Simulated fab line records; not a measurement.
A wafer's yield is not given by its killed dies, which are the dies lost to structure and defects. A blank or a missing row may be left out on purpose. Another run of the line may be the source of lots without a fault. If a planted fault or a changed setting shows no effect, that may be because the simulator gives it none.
Which tool is to blame? | flow n5 finfet | 16 lots, 48 wafers sampled, at 4 steps of a route of 1938

== WHAT THE GAUGES READ, wafer by wafer ==
No reading from a measuring or inspecting step in the record can be judged against a usual standard deviation.

== TOOL THAT RAN EACH LOT (tool first, then ch and the chambers of the sampled wafers, then the start) ==
lot  | N5_GATE_CUT_ETCHBACK_00           | N5_GATE_CUT_ETCH_56               | N5_GATE_CUT_ETCHBACK_30           | N5_GATE_CUT_EXPOSE_10
L108 | rie metal-03 ch 1, day 4 15:46    | rie metal-03 ch 1, day 4 15:53    | rie metal-03 ch 1, day 4 15:58    | euv scanner-01 ch 0, day 4 19:20
L109 | rie metal-02 ch 0,1, day 4 23:37  | rie metal-02 ch 0,1, day 4 23:44  | rie metal-02 ch 0,1, day 4 23:50  | euv scanner-01 ch 0, day 5 03:02
L110 | rie metal-03 ch 0,1, day 5 06:11  | rie metal-03 ch 0,1, day 5 06:17  | rie metal-03 ch 0,1, day 5 06:22  | euv scanner-02 ch 0, day 5 11:20
L111 | rie metal-02 ch 0,1, day 5 16:52  | rie metal-02 ch 0,1, day 5 16:59  | rie metal-02 ch 0,1, day 5 17:05  | euv scanner-02 ch 0, day 5 20:19
L114 | rie metal-03 ch 0,1, day 6 02:19  | rie metal-03 ch 0,1, day 6 02:26  | rie metal-03 ch 0,1, day 6 02:31  | euv scanner-02 ch 0, day 6 05:53
L115 | rie metal-01 ch 0,1, day 6 11:45  | rie metal-01 ch 0,1, day 6 11:52  | rie metal-01 ch 0,1, day 6 11:56  | euv scanner-02 ch 0, day 6 15:28
L118 | rie metal-01 ch 0,1, day 7 02:32  | rie metal-01 ch 0,1, day 7 02:40  | rie metal-01 ch 0,1, day 7 02:45  | euv scanner-02 ch 0, day 7 06:03
L119 | rie metal-03 ch 0,1, day 7 08:11  | rie metal-03 ch 0,1, day 7 08:19  | rie metal-03 ch 0,1, day 7 08:24  | euv scanner-01 ch 0, day 7 11:44
L120 | rie metal-03 ch 0,1, day 7 17:25  | rie metal-03 ch 0,1, day 7 17:32  | rie metal-03 ch 0,1, day 7 17:38  | euv scanner-01 ch 0, day 7 20:58
L122 | rie metal-01 ch 0,1, day 8 01:34  | rie metal-01 ch 0,1, day 8 01:41  | rie metal-01 ch 0,1, day 8 01:46  | euv scanner-02 ch 0, day 8 05:14
L124 | rie metal-03 ch 0,1, day 8 16:56  | rie metal-03 ch 0,1, day 8 17:03  | rie metal-03 ch 0,1, day 8 17:07  | euv scanner-01 ch 0, day 8 20:20
L125 | rie metal-02 ch 0,1, day 9 01:08  | rie metal-02 ch 0,1, day 9 01:15  | rie metal-02 ch 0,1, day 9 01:19  | euv scanner-01 ch 0, day 9 04:50
L126 | rie metal-03 ch 0,1, day 9 03:38  | rie metal-03 ch 0,1, day 9 03:45  | rie metal-03 ch 0,1, day 9 03:50  | euv scanner-01 ch 0, day 9 07:30
L127 | rie metal-01 ch 0,1, day 9 11:04  | rie metal-01 ch 0,1, day 9 11:11  | rie metal-01 ch 0,1, day 9 11:16  | euv scanner-01 ch 0, day 9 14:41
L128 | rie metal-03 ch 0,1, day 9 16:19  | rie metal-03 ch 0,1, day 9 16:26  | rie metal-03 ch 0,1, day 9 16:31  | euv scanner-01 ch 0, day 9 20:02
L130 | rie metal-01 ch 0,1, day 10 05:53 | rie metal-01 ch 0,1, day 10 06:01 | rie metal-01 ch 0,1, day 10 06:06 | euv scanner-02 ch 0, day 10 09:56
- N5_GATE_CUT_ETCHBACK_00: etches W in SF6/Cl2.
- N5_GATE_CUT_ETCH_56: etches TiN in Cl2/Ar, target depth 21.6 nm.
- N5_GATE_CUT_ETCHBACK_30: etches TiN in Cl2/Ar, target depth 3 nm.
- N5_GATE_CUT_EXPOSE_10: exposes mask GATE CUT, target cd 20 nm.

== AS READ BY THE TOOLS THEMSELVES (means over the sampled wafers that have a number; for cases with no such wafer, the mark the record gives instead) ==
N5_GATE_CUT_ETCHBACK_00. Usual: drypump motor current A 5.8 A, standard deviation 0.51; oes product au 0.82 a.u., standard deviation 0.12; throttle valve pct 27.46 %, standard deviation 0.23.
lot  | tool         | drypump motor current A (A) | oes product au (a.u.) | throttle valve pct (%) | flag
L108 | rie metal-03 | 5.5                         | 0.95                  | 27.20                  |
L109 | rie metal-02 | 5.5                         | 0.88                  | 27.28                  |
L110 | rie metal-03 | 5.8                         | 0.91                  | 27.32                  |
L111 | rie metal-02 | 5.6                         | 0.82                  | 27.18                  |
L114 | rie metal-03 | 5.8                         | 0.90                  | 27.33                  |
L115 | rie metal-01 | 5.3                         | 0.62                  | 27.75                  |
L118 | rie metal-01 | 5.3                         | 0.63                  | 27.76                  |
L119 | rie metal-03 | 6.1                         | 0.88                  | 27.47                  |
L120 | rie metal-03 | 6.1                         | 0.88                  | 27.47                  |
L122 | rie metal-01 | 5.7                         | 0.62                  | 27.71                  |
L124 | rie metal-03 | 5.8                         | 0.87                  | 27.35                  |
L125 | rie metal-02 | 5.6                         | 0.80                  | 27.20                  |
L126 | rie metal-03 | 6.1                         | 0.86                  | 27.46                  |
L127 | rie metal-01 | 5.7                         | 0.62                  | 27.70                  |
L128 | rie metal-03 | 5.8                         | 0.87                  | 27.35                  |
L130 | rie metal-01 | 5.7                         | 0.61                  | 27.70                  |

N5_GATE_CUT_ETCH_56. Usual: drypump motor current A 5.8 A, standard deviation 0.51; oes product au 0.82 a.u., standard deviation 0.11; throttle valve pct 20.77 %, standard deviation 0.18.
lot  | tool         | drypump motor current A (A) | oes product au (a.u.) | throttle valve pct (%) | flag
L108 | rie metal-03 | 5.5                         | 0.96                  | 20.55                  |
L109 | rie metal-02 | 5.5                         | 0.87                  | 20.71                  |
L110 | rie metal-03 | 5.8                         | 0.90                  | 20.66                  |
L111 | rie metal-02 | 5.6                         | 0.82                  | 20.61                  |
L114 | rie metal-03 | 5.8                         | 0.91                  | 20.66                  |
L115 | rie metal-01 | 5.3                         | 0.64                  | 21.02                  |
L118 | rie metal-01 | 5.3                         | 0.64                  | 21.02                  |
L119 | rie metal-03 | 6.1                         | 0.87                  | 20.74                  |
L120 | rie metal-03 | 6.1                         | 0.87                  | 20.74                  |
L122 | rie metal-01 | 5.7                         | 0.63                  | 20.97                  |
L124 | rie metal-03 | 5.8                         | 0.88                  | 20.65                  |
L125 | rie metal-02 | 5.6                         | 0.79                  | 20.63                  |
L126 | rie metal-03 | 6.1                         | 0.85                  | 20.75                  |
L127 | rie metal-01 | 5.7                         | 0.63                  | 20.97                  |
L128 | rie metal-03 | 5.8                         | 0.87                  | 20.69                  |
L130 | rie metal-01 | 5.7                         | 0.63                  | 20.97                  |

N5_GATE_CUT_ETCHBACK_30. Usual: drypump motor current A 5.8 A, standard deviation 0.51; oes product au 0.82 a.u., standard deviation 0.11; throttle valve pct 20.77 %, standard deviation 0.18.
lot  | tool         | drypump motor current A (A) | oes product au (a.u.) | throttle valve pct (%) | flag
L108 | rie metal-03 | 5.5                         | 0.96                  | 20.57                  |
L109 | rie metal-02 | 5.5                         | 0.87                  | 20.70                  |
L110 | rie metal-03 | 5.8                         | 0.91                  | 20.66                  |
L111 | rie metal-02 | 5.6                         | 0.82                  | 20.61                  |
L114 | rie metal-03 | 5.8                         | 0.91                  | 20.66                  |
L115 | rie metal-01 | 5.3                         | 0.64                  | 21.01                  |
L118 | rie metal-01 | 5.3                         | 0.64                  | 21.02                  |
L119 | rie metal-03 | 6.1                         | 0.87                  | 20.75                  |
L120 | rie metal-03 | 6.1                         | 0.87                  | 20.76                  |
L122 | rie metal-01 | 5.7                         | 0.63                  | 20.97                  |
L124 | rie metal-03 | 5.8                         | 0.88                  | 20.68                  |
L125 | rie metal-02 | 5.7                         | 0.80                  | 20.62                  |
L126 | rie metal-03 | 6.1                         | 0.85                  | 20.76                  |
L127 | rie metal-01 | 5.7                         | 0.63                  | 20.98                  |
L128 | rie metal-03 | 5.8                         | 0.87                  | 20.68                  |
L130 | rie metal-01 | 5.7                         | 0.62                  | 21.00                  |

N5_GATE_CUT_EXPOSE_10. Usual: exposure dose mJ cm2 43.15, standard deviation 0.052; focus offset nm 0.0 nm, standard deviation 0.54; reticle temp C 22.99 C, standard deviation 0.1.
lot  | tool           | exposure dose mJ cm2 | focus offset nm (nm) | reticle temp C (C) | flag
L108 | euv scanner-01 | 43.19                | -0.5                 | 23.00              |
L109 | euv scanner-01 | 43.16                | -0.7                 | 23.13              |
L110 | euv scanner-02 | 43.13                | -0.6                 | 22.97              |
L111 | euv scanner-02 | 43.14                | 0.5                  | 23.01              |
L114 | euv scanner-02 | 43.17                | 0.2                  | 22.98              |
L115 | euv scanner-02 | 43.17                | -0.1                 | 22.93              |
L118 | euv scanner-02 | 43.06                | 0.2                  | 23.04              |
L119 | euv scanner-01 | 43.15                | 0.2                  | 23.11              |
L120 | euv scanner-01 | 43.10                | 0.2                  | 22.97              |
L122 | euv scanner-02 | 43.11                | 0.1                  | 22.90              |
L124 | euv scanner-01 | 43.15                | 0.2                  | 23.03              |
L125 | euv scanner-01 | 45.04                | -0.1                 | 23.08              | OFF
L126 | euv scanner-01 | 44.64                | 0.5                  | 22.89              | OFF
L127 | euv scanner-01 | 44.35                | 0.5                  | 22.90              | OFF
L128 | euv scanner-01 | 44.11                | -0.8                 | 22.93              | OFF
L130 | euv scanner-02 | 43.12                | -0.1                 | 23.15              |

== THE ANSWER, worked out from the rows above alone ==
Rule: take the mean of a lot's wafers that have a number; if it is more than 3 standard deviations from the usual mean, the lot is off. A lot without any number at a reading at which 4 lots or more have one is off too. The other lots that the step has rows for count as sound. First the gauges in route order, then the tools' own readings, where a lot's mean is used as printed above. At the first step where some lot is off, the reading lying furthest off is the one used; lots without a number count as furthest.
Off at N5_GATE_CUT_EXPOSE_10 (exposure dose mJ cm2): L125, L126, L127, L128.
A tool fits if, at that step or a process step before it, it ran every lot that is off, and no sound lot after the first of them. One fits: N5_GATE_CUT_EXPOSE_10 on euv scanner-01. Its last sound lot is L124 (day 8 20:20), its first lot that is off L125 (day 9 04:50): a fault that began between those two fits.
On the lots that are off, the tool's own readings at N5_GATE_CUT_EXPOSE_10 differ by more than 5 times the standard deviation of the sound lots' means, which bears it out; exposure dose mJ cm2 reads 44.53 there versus 43.14 on the sound lots.

== WHAT THE SIMULATOR PUT IN ==
Process parameter drift: euv scanner-01, from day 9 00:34 on, at N5_GATE_CUT_EXPOSE_10. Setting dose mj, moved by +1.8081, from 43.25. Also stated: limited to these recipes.
Struck lots among those shown: L125, L126, L127, L128. The rule above found the same.
